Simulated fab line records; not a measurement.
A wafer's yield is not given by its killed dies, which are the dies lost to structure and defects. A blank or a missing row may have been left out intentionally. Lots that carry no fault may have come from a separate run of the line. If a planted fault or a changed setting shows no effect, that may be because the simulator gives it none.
Matching of chambers || flow n5 finfet || 4 sister chambers for N5_STI_FIN_REVEAL_CMP_04 on cmp-01
The step polishes, stops on Si3N4, t overpolish 4 s, target thk 131.83 nm. 4 wafers are shown with their chamber, then 7 later ones without.

== WAFERS PAIRED WITH THEIR CHAMBERS ==
{"wafer": "L077.5", "chamber": 0, "motor current A (A)": 8.1}
{"wafer": "L084.1", "chamber": 1, "motor current A (A)": 8.5}
{"wafer": "L086.3", "chamber": 3, "motor current A (A)": 8.1}
{"wafer": "L086.4", "chamber": 2, "motor current A (A)": 7.8}

== WAFERS MISSING THEIR CHAMBER ==
{"wafer": "L086.5", "motor current A (A)": 8.2}
{"wafer": "L090.2", "motor current A (A)": 8.2}
{"wafer": "L090.4", "motor current A (A)": 9.0}
{"wafer": "L090.6", "motor current A (A)": 7.8}
{"wafer": "L093.2", "motor current A (A)": 7.8}
{"wafer": "L093.4", "motor current A (A)": 8.8}
{"wafer": "L093.5", "motor current A (A)": 8.6}

== THE CHAMBER EACH PASSED THROUGH ==
{"wafer": "L086.5", "from the rows above": "can't be placed: 0 or 3 or 1 or 2", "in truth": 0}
{"wafer": "L090.2", "from the rows above": "can't be placed: 0 or 3 or 1 or 2", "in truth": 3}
{"wafer": "L090.4", "from the rows above": "can't be placed: 1 or 0 or 3", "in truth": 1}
{"wafer": "L090.6", "from the rows above": "can't be placed: 2 or 0 or 3", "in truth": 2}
{"wafer": "L093.2", "from the rows above": "can't be placed: 2 or 0 or 3", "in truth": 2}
{"wafer": "L093.4", "from the rows above": "can't be placed: 1 or 0 or 3", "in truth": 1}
{"wafer": "L093.5", "from the rows above": "can't be placed: 1 or 0 or 3", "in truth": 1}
0 of 7 placed correctly. These rows do not allow placing 7 (true chamber among the candidates in 7). Wrongly placed: 0.
How it was worked out, from the rows above alone: a wafer's distance from a chamber is the root of the sum, over the readings, of the square of ((its reading less the chamber's mean) divided by the reading's scatter). The wafer belongs to the nearest chamber; if the next one is less than 2 further off, it can't be placed. Each chamber's mean is taken over the wafers shown for it. The scatter: root of mean squared gap, hidden wafer to nearest shown wafer, with one shown wafer a chamber.
